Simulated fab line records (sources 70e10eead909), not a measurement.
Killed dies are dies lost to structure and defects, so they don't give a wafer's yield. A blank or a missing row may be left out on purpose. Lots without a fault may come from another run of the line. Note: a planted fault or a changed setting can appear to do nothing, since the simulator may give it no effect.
Which tool did it?    flow nand-harc    14 lots with 42 wafers sampled at 4 steps, on a route of 1302 steps

## WHAT THE GAUGES SHOWED, per wafer
NHARC_A_DECK1_JOINT_THK_MEAS_17: measures by ellipsometry.
lot   measured      on             thk-nm (nm)
L107  day 12 04:50  film-metro-01  45.1 44.6 46.5
L108  day 12 19:20  film-metro-02  44.9 45.1 45.3
L110  day 13 19:26  film-metro-01  46.7 44.7 45.6
L111  day 14 00:00  film-metro-02  45.7 43.9 43.4
L113  day 15 09:29  film-metro-01  43.8 47.6 44.6
L114  day 15 10:07  film-metro-02  44.4 45.5 45.3
L117  day 16 06:53  film-metro-01  45.5 44.7 44.6
L118  day 16 20:00  film-metro-01  46.0 43.8 44.8
L119  day 17 01:42  film-metro-01  43.3 43.7 44.1
L120  day 17 19:06  film-metro-01  43.1 45.6 44.7
L123  day 18 21:22  film-metro-01  46.7 47.0 46.2
L121  day 18 21:38  film-metro-02  44.7 45.7 45.5
L129  day 21 15:10  film-metro-01  44.7 45.5 45.8
L130  day 21 22:08  film-metro-02  45.7 42.5 43.2

NHARC_A_ONON_D2_THK_MEAS_08: measures by ellipsometry.
lot   measured      on             thk-nm (nm)
L107  day 12 06:35  film-metro-02  992 990 990
L108  day 12 21:05  film-metro-01  1013 1012 1013
L110  day 13 21:11  film-metro-01  993 994 993
L111  day 14 01:46  film-metro-01  994 995 993
L113  day 15 11:14  film-metro-01  985 986 986
L114  day 15 11:51  film-metro-02  1015 1015 1014
L117  day 16 08:56  film-metro-02  1006 1006 1007
L118  day 16 21:44  film-metro-01  1017 1017 1015
L119  day 17 03:26  film-metro-01  1010 1007 1008
L120  day 17 20:51  film-metro-02  1012 1013 513
L123  day 18 23:07  film-metro-02  991 990 489
L121  day 18 23:28  film-metro-02  995 996 998
L129  day 21 16:55  film-metro-02  992 992 993
L130  day 21 23:53  film-metro-02  1000 997 999

NHARC_END_SORT_01.
lot   measured      on         killed-at-array  killed-at-other  killed-at-periphery  killed-dies  killed-open  killed-short
L120  day 29 18:31  prober-01  60 67 676        2 3 0            2 2 1                64 72 677    1 6 2        0 4 2
L123  day 31 19:11  prober-01  60 38 668        2 0 1            7 5 8                69 43 677    7 6 4        1 2 4

## EACH LOT AND THE TOOL THAT RAN IT (in order: tool; ch and the chambers of the sampled wafers; start)
lot   NHARC_A_ONON_D2_DEP_06
L107  pecvd-onon-02 ch 0, day 12 06:04
L108  pecvd-onon-02 ch 0, day 12 20:34
L110  pecvd-onon-03 ch 0, day 13 20:40
L111  pecvd-onon-03 ch 0, day 14 01:25
L113  pecvd-onon-04 ch 0, day 15 10:47
L114  pecvd-onon-02 ch 0, day 15 11:24
L117  pecvd-onon-04 ch 0, day 16 08:26
L118  pecvd-onon-04 ch 0, day 16 21:14
L119  pecvd-onon-02 ch 0, day 17 02:59
L120  pecvd-onon-04 ch 0, day 17 20:20
L123  pecvd-onon-04 ch 0, day 18 22:37
L121  pecvd-onon-02 ch 0, day 18 23:04
L129  pecvd-onon-02 ch 0, day 21 16:34
L130  pecvd-onon-02 ch 0, day 21 23:23
- NHARC_A_ONON_D2_DEP_06: target thk 1000 nm.

## WHAT THE TOOLS THEMSELVES READ (means of the sampled wafers that have a number; where no wafer has one, the mark that the record gives instead)
NHARC_A_ONON_D2_DEP_06.
lot   tool           nh3-flow-sccm (sccm)  susceptor-temp-C (C)
L107  pecvd-onon-02  500.7                 399.59
L108  pecvd-onon-02  498.0                 400.19
L110  pecvd-onon-03  500.0                 400.01
L111  pecvd-onon-03  498.7                 400.08
L113  pecvd-onon-04  500.6                 400.29
L114  pecvd-onon-02  500.7                 400.18
L117  pecvd-onon-04  499.1                 400.09
L118  pecvd-onon-04  500.7                 399.91
L119  pecvd-onon-02  499.9                 400.23
L120  pecvd-onon-04  499.4                 400.11
L123  pecvd-onon-04  500.5                 399.97
L121  pecvd-onon-02  500.8                 399.93
L129  pecvd-onon-02  501.0                 400.19
L130  pecvd-onon-02  498.4                 400.03

## THE ANSWER, worked out from the rows above alone
Rule: what is usual is taken from the lots themselves. The widest of any qualifying gaps counts: lots, ordered by their means at a reading, are off when they make up no more than a third of the lots, leave a main group of 4 or more, and stand apart from it by 3 or more times the standard deviation of that group's means. A main group is skipped when, at the precision printed for the reading in the tables above, its means are all equal. Also off: a lot with no number at a reading for which 4 or more lots have one. Any other lot the step has rows for is counted as sound. The gauges are gone through in route order, then the tools' own readings, and for those a lot's mean is taken as printed above. At the first step where some lot is off, the reading lying furthest off is the one used; lots without a number count as furthest.
Off at NHARC_A_ONON_D2_THK_MEAS_08 (thk-nm): L120, L123. The main group: mean 1001 nm, standard deviation 10.
If a tool, at a process step before that reading, ran all the lots that are off and no sound lot after the first of them, it fits. Gauges at NHARC_A_ONON_D2_THK_MEAS_08: tried the same way as those tools. One fits: NHARC_A_ONON_D2_DEP_06 on pecvd-onon-04. Its last sound lot is L118 (day 16 21:14), its first lot that is off L120 (day 17 20:20): a fault that began between those two fits.

## WHAT THE SIMULATOR HAD PUT IN
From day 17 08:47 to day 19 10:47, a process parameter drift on pecvd-onon-04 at NHARC_A_ONON_D2_DEP_06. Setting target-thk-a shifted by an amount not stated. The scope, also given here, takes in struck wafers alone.
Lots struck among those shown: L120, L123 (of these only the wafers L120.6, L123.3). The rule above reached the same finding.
